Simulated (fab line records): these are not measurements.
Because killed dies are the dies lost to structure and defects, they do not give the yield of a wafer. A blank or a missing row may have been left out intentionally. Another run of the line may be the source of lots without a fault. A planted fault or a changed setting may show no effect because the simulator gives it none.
fab line records | flow nand-harc | part 2 of 2: steps 5 to 6 of 6
[record] lots = 23 wafers = 69 last-day = 33
route steps=1302 shown P_ZERO_WELL@18 P_GATE@215 P_CONTACT@235 P_M2@332
lots untouched by any fault: they come from a run of this same line in which no faults occurred
start-h: the number of hours between the record's first day and the start of the first shown wafer of the lot | wait-h: hours elapsed since this lot's preceding step | " same as the row above | L1.1+2: a single row standing in for several wafers | - value missing, or start not given | * or withheld: withheld | < > ~ a bound
route shown NAME@n: a module of which the file shows steps, and the number in the route of the first | usual: mean and standard deviation over wafers with no fault | same: alike in all rows | chamber/n: place in a boat | sites: the reading at each site | _std_site: the values' standard deviation | _edge_site: inner sites' mean taken away from outer sites' mean | radius-mm: for every site, how far away it sits from the centre of the wafer | mask NAME#n: copy n | behind: tool/chamber where the wafer was last shaped | hold: why the lot was held/for how many hours/how that ended | device: transistor that didn't switch, given as n, p or np | end of line: the tests these same wafers got at the end of their route | a step with no rows: only its recipe | killed: the dies lost at the first sort to structure and to defects; this is not the yield of the wafer | map: per-die view of a wafer (x killed, . not killed, _ where there is no die)
set.NAME: the run value of the setting; set.NAME@STEP: its run value at that earlier step | model.NAME: the simulator's own value behind a step, which no gauge read
a sample of lots followed through the steps of the route, with each step as a table and each wafer as a row
services: a tool's chamber out of use, with start hour (start-h, from the record's first day; less than 0 if before it), hours out, and reason
[[steps]]
[step NHARC_P_M2_ETCH_28]
[recipe] target-depth-a = 300 over-etch-frac = 0.3 time-s = 72.99 ion-energy-ev = 150 cf4-flow-sccm = 50 n2-flow-sccm = 100 ar-flow-sccm = 150 rf-w = 300 bias-w = 100 chemistry = CF4/N2
[usual] drypump-motor-current-A = 5.8/0.46 oes-product-au = 0.999/0.0082 rf-vpp-V = 313.9/1.8 showerhead-plenum-p-Torr = 2.61/0.093 throttle-valve-pct = 19.794/0.0097
// columns lot.wafer tool chamber start-h wait-h drypump-motor-current-A oes-product-au rf-hours-counter-h rf-vpp-V showerhead-plenum-p-Torr throttle-valve-pct
L074.2 rie-diel-02 0 - - 5.4 1.005 3.5 312.8 2.47 19.799
L074.1 " 1 " " 5.7 0.986 5.7 312.7 2.59 19.782
L074.6 " 1 " " 5.7 0.984 - 314.2 2.59 19.805
L076.1 rie-diel-01 3 - - 6.4 1.012 4.4 315.8 2.74 19.784
L076.2 " 0 " " 5.5 0.999 5.3 311.7 2.49 19.787
L076.5 " 2 " " 5.4 1.003 - 313.0 2.61 19.789
L077.2 rie-diel-02 3 - - 5.7 1.010 6.7 314.7 2.60 19.774
L077.4 " 0 " " 5.5 1.002 3.9 311.7 2.47 19.788
L077.6 " 3 " " 5.7 0.996 - 312.9 2.60 19.787
L078.2 rie-diel-01 0 - - 5.5 0.994 6.5 311.6 2.49 19.810
L078.3 " 1 " " 6.5 0.992 6.5 315.3 2.69 19.776
L078.6 " 1 " " 6.5 0.996 - 316.2 2.69 19.801
L079.2 rie-diel-01 0 - - 5.5 1.000 7.1 310.5 2.49 19.783
L079.1 " 2 " " 5.4 0.993 6.5 315.1 2.61 19.800
L079.5 " 3 " " 6.4 1.013 - 315.4 2.74 19.806
L080.3 rie-diel-01 2 - - 5.4 0.979 6.7 312.6 2.61 19.798
L080.6 " 2 " " 5.3 1.001 - 313.5 2.61 19.798
L080.5 " 3 " " 6.4 1.011 - 316.2 2.73 19.794
L081.3 rie-diel-01 1 - - 6.5 0.992 6.7 313.4 2.69 19.786
L081.1 " 0 " " 5.5 0.988 7.3 310.8 2.49 19.782
L081.6 " 1 " " 6.5 0.990 - 316.4 2.69 19.796
L082.3 rie-diel-09 0 - - 5.1 0.997 2.0 311.0 2.53 19.799
L082.1 " 1 " " 5.1 0.988 2.6 318.2 2.81 19.785
L082.5 " 0 " " 5.1 0.995 - 312.4 2.53 19.789
L083.2 rie-diel-01 1 - - 6.5 1.006 0.2 316.1 2.69 19.816
L083.1 " 2 " " 5.4 0.993 0.2 315.1 2.61 19.804
L083.5 " 3 " " 6.4 0.994 - 317.1 2.74 19.806
L084.3 rie-diel-02 0 233.27 - 5.4 0.999 0.1 311.6 2.46 19.793
L084.5 " 1 " " 5.7 0.995 - 313.3 2.59 19.794
L084.6 " 2 " " 5.5 0.989 - 312.2 2.57 19.795
L085.3 rie-diel-02 3 - - 5.7 0.989 0.3 313.5 2.60 19.784
L085.6 " 0 " " 5.5 1.004 - 312.4 2.46 19.803
L085.5 " 1 " " 5.7 0.997 - 313.6 2.59 19.796
L086.2 rie-diel-01 2 - - 5.3 1.001 2.3 313.3 2.61 19.794
L086.3 " 0 " " 5.5 1.005 2.4 312.7 2.49 19.802
L086.6 " 2 " " 5.4 0.998 - 313.7 2.61 19.785
L088.4 rie-diel-01 2 - - 5.4 0.994 3.5 313.8 2.61 19.806
L088.5 " 3 " " 6.4 0.991 - 316.0 2.73 19.787
L088.6 " 0 " " 5.6 0.999 - 310.3 2.49 19.807
L087.1 rie-diel-01 1 - - 6.5 1.006 3.8 314.7 2.69 19.791
L087.6 " 3 " " 6.5 0.985 - 316.6 2.73 19.793
L087.5 " 0 " " 5.5 0.991 - 313.4 2.49 19.801
L089.1 rie-diel-01 2 - - 5.3 0.997 3.7 313.7 2.61 19.772
L089.4 " 0 " " 5.5 1.006 3.6 310.5 2.49 19.794
L089.3 " 1 " " 6.5 0.996 3.9 315.4 2.69 19.799
L090.3 rie-diel-02 0 - - 5.5 1.012 2.7 311.5 2.46 19.799
L090.2 " 2 " " 5.5 0.997 2.5 314.6 2.56 19.781
L090.6 " 3 " " 5.7 0.997 - 313.8 2.60 19.797
L091.3 rie-diel-09 2 - - 6.4 1.015 8.7 316.7 2.75 19.814
L091.2 " 3 " " 5.7 1.006 7.0 314.5 2.64 19.804
L091.6 " 0 " " 5.1 1.002 - 312.1 2.53 19.789
L092.1 rie-diel-01 0 - - 5.5 0.997 5.8 310.8 2.49 19.806
L092.5 " 3 " " 6.4 0.997 - 315.7 2.73 19.781
L092.6 " 0 " " 5.5 1.011 - 313.2 2.49 19.791
L093.2 rie-diel-01 2 - - 5.4 0.993 6.2 315.1 2.61 19.794
L093.3 " 0 " " 5.5 1.004 6.1 311.2 2.49 19.799
L093.5 " 2 " " 5.4 0.992 - 312.6 2.61 19.795
L094.3 rie-diel-02 2 - - 5.4 0.983 4.5 312.6 2.56 19.786
L094.1 " 3 " " 5.7 0.993 3.8 313.8 2.60 19.816
L094.6 " 1 " " 5.7 1.000 - 312.2 2.59 19.785
L095.1 rie-diel-01 3 - - 6.4 0.996 7.0 316.4 2.73 19.786
L095.4 " 2 " " 5.3 1.007 - 313.6 2.61 19.776
L095.5 " 3 " " 6.4 0.995 - 316.4 2.73 19.790
L096.1 rie-diel-09 3 - - 5.7 0.997 0.3 315.2 2.64 19.787
L096.3 " 0 " " 5.1 1.014 0.3 313.4 2.53 19.803
L096.4 " 1 " " 5.1 0.998 0.3 318.5 2.80 19.801
L097.2 rie-diel-02 2 - - 5.4 0.999 7.2 314.0 2.56 19.801
L097.4 " 3 " " 5.7 0.992 6.6 313.0 2.60 19.806
L097.5 " 2 " " 5.4 0.994 - 312.9 2.56 19.796
[step NHARC_P_M2_PRE_CLEAN_30]
[recipe] time-s = 30 temp-c = 280 gas = H2/He
[usual] heater-power-w = 413/48
// columns lot.wafer tool chamber start-h wait-h heater-power-w
L074.2 pvd-sputter-03 - - - 386
L074.1 " - " " 412
L074.6 " - " " 401
L076.2 pvd-sputter-01 - - - 495
L076.1 " - " " 445
L076.5 " - " " 506
L077.2 pvd-sputter-02 - - - 429
L077.4 " - " " 418
L077.6 " - " " 406
L078.3 pvd-sputter-01 - - - 444
L078.2 " - " " 502
L078.6 " - " " 446
L079.1 pvd-sputter-02 - - - 361
L079.2 " - " " 414
L079.5 " - " " 377
L080.3 pvd-sputter-03 - - - 357
L080.5 " - " " 416
L080.6 " - " " 360
L081.1 pvd-sputter-01 - - - 440
L081.3 " - " " 506
L081.6 " - " " 526
L082.3 pvd-sputter-03 - - - 417
L082.1 " - " " 423
L082.5 " - " " 358
L083.2 pvd-sputter-03 - - - 415
L083.1 " - " " 355
L083.5 " - " " 354
L084.3 pvd-sputter-02 - - - 389
L084.5 " - " " 423
L084.6 " - " " 413
L085.3 pvd-sputter-01 - - - 463
L085.6 " - " " 535
L085.5 " - " " 452
L086.3 pvd-sputter-02 - - - 415
L086.2 " - " " 390
L086.6 " - " " 425
L088.4 pvd-sputter-03 - - - 421
L088.6 " - " " 432
L088.5 " - " " 355
L087.1 pvd-sputter-01 - - - 491
L087.5 " - " " 472
L087.6 " - " " 504
L089.4 pvd-sputter-02 - - - 422
L089.1 " - " " 363
L089.3 " - " " 383
L090.3 pvd-sputter-01 - - - 473
L090.2 " - " " 478
L090.6 " - " " 455
L091.3 pvd-sputter-03 - - - 414
L091.2 " - " " 355
L091.6 " - " " 414
L092.1 pvd-sputter-02 - - - 418
L092.5 " - " " 386
L092.6 " - " " 376
L093.2 pvd-sputter-03 - - - 348
L093.3 " - " " 417
L093.5 " - " " 351
L094.1 pvd-sputter-02 - - - 415
L094.3 " - " " 396
L094.6 " - " " 432
L095.4 pvd-sputter-03 - - - 356
L095.1 " - " " 418
L095.5 " - " " 357
L096.4 pvd-sputter-02 - - - 379
L096.1 " - " " 429
L096.3 " - " " 412
L097.2 pvd-sputter-02 - - - 370
L097.4 " - " " 411
L097.5 " - " " 377
[[services]]
// columns tool chamber start-h hours kind
rie-diel-10 3 -2.15 13.7 repair
rie-diel-01 0 2.76 5.8 repair
rtp-anneal-02 - 12.00 12.0 pm
rie-diel-01 - 26.80 9.0 pm
rie-diel-02 - 39.82 9.0 pm
rie-diel-01 1 54.10 3.7 repair
rie-diel-01 3 58.89 5.8 repair
rie-diel-10 - 65.59 9.0 pm
rie-diel-01 2 72.57 3.7 repair
rie-diel-02 0 91.93 39.2 repair
rie-diel-10 0 125.93 3.5 repair
rie-diel-10 - 127.02 13.3 repair
rie-diel-01 - 130.11 0.6 repair
rie-diel-10 2 160.15 16.9 repair
rie-diel-02 3 172.30 6.0 repair
rie-diel-01 1 173.57 6.1 repair
rie-diel-01 - 203.80 9.0 pm
rie-diel-10 0 204.64 2.4 repair
rie-diel-02 - 216.82 9.0 pm
rie-diel-01 0 233.48 6.0 repair
rie-diel-10 - 242.59 9.0 pm
rie-diel-02 2 261.66 1.5 repair
rie-diel-10 0 312.85 10.2 repair
rie-diel-01 0 335.35 12.0 repair
